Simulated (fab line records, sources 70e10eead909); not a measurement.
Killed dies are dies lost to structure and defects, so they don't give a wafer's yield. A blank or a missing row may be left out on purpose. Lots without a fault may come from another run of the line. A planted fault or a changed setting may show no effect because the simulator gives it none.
A struck lot beside a sound one | flow nand_harc | 15 steps out of a route of 1302
Sound: wafers L265.1, L265.2, L265.4. Struck: wafer L283.1. (L283.5 of the same lot was not struck and is left out.) The cause comes at the end.
At each step with rows: each side's tool, then ch and its chambers, then its first start. Under that, the readings that differ: sound wafers | struck wafers | difference of the means | sigmas: that difference in standard deviations of wafers without a fault.
alike: readings whose means differ by less than 2 such deviations, and words and numbers that are the same on both sides. not compared: withheld readings, readings that some wafer has no value for, bounds like >300 that may hide the same value, and numbers for which the record gives no deviation and whose values overlap.
The two part at a step that has a row with sigmas, a row that says differs or no value, or rows on one side only. Numbers that don't overlap but have no deviation are shown without sigmas and don't part them. A reading that every wafer of one side lacks parts them only if that side has two wafers or more.

first, 4 steps without rows for these wafers: NHARC_A_DECK1_JOINT_CURE_26 (time 32 s); NHARC_A_DECK1_JOINT_ANNEAL_27 (time 3600 s); NHARC_A_DECK1_JOINT_ANNEAL_28 (time 1800 s); NHARC_A_DECK1_JOINT_ANNEAL_29 (time 1800 s).
NHARC_A_DECK1_JOINT_CMP_02: polishes SiOx.
  sound on cmp-02 ch 0,2,3, day 12 12:46; struck on cmp-02 ch 1, day 20 02:23
  alike: motor_current_A
then, 1 step without rows for these wafers: NHARC_A_DECK1_JOINT_SRD_15.
NHARC_A_DECK1_JOINT_DEP_16: deposits SiO2, target thk 45 nm.
  sound on pecvd-02 ch 0,1, day 12 13:09; struck on pecvd-02 ch 1, day 20 02:48
  alike: heater_power_w, rf_fwd_power_W, throttle_valve_pct
NHARC_A_DECK1_JOINT_THK_MEAS_17: measures by ellipsometry.
  sound on film_metro-02, day 12 13:26; struck on film_metro-01, day 20 03:01
  reading     | sound          | struck | difference | sigmas
  thk_nm (nm) | 43.6 45.7 46.7 | 42.5   | -2.8       | -3
NHARC_A_DECK1_JOINT_INSPECT_05:
  sound on defect_inspect-02, day 12 13:28; struck on defect_inspect-02, day 20 03:03
  alike: raw_defect_count
then, 1 step without rows for these wafers: NHARC_A_ONON_D2_DEP_00 (target thk 1000 nm).
NHARC_A_ONON_D2_THK_MEAS_02: measures by ellipsometry.
  sound on film_metro-01, day 12 14:02; struck on film_metro-01, day 20 03:38
  reading     | sound       | struck | difference | sigmas
  thk_nm (nm) | 995 994 993 | 1013   | +19        | +2
NHARC_A_ONON_D2_DEP_03: target thk 1000 nm.
  sound on pecvd_onon-02 ch 0, day 12 14:20; struck on pecvd_onon-02 ch 0, day 20 03:41
  alike: nh3_flow_sccm
NHARC_A_ONON_D2_THK_MEAS_05: measures by ellipsometry.
  sound on film_metro-02, day 12 14:50; struck on film_metro-01, day 20 04:12
  reading     | sound         | struck | difference | sigmas
  thk_nm (nm) | 999 1001 1002 | 1073   | +72        | +7
then, 1 step without rows for these wafers: NHARC_A_ONON_D2_DEP_06 (target thk 1000 nm).
-- the record jumps here: 13 days lie between the struck wafers' starts before and after (it left off in module A_ONON_D2 and takes up again in module END, whose first step shown is number 1302 of the route) --
NHARC_END_SORT_01:
  the record has rows for the struck wafers here (prober-02 ch 0, day 33 00:44) and none for the sound ones

WHERE THEY PART
First at NHARC_A_DECK1_JOINT_THK_MEAS_17; last, within this record, at NHARC_END_SORT_01.

WHY: what the simulator had put in
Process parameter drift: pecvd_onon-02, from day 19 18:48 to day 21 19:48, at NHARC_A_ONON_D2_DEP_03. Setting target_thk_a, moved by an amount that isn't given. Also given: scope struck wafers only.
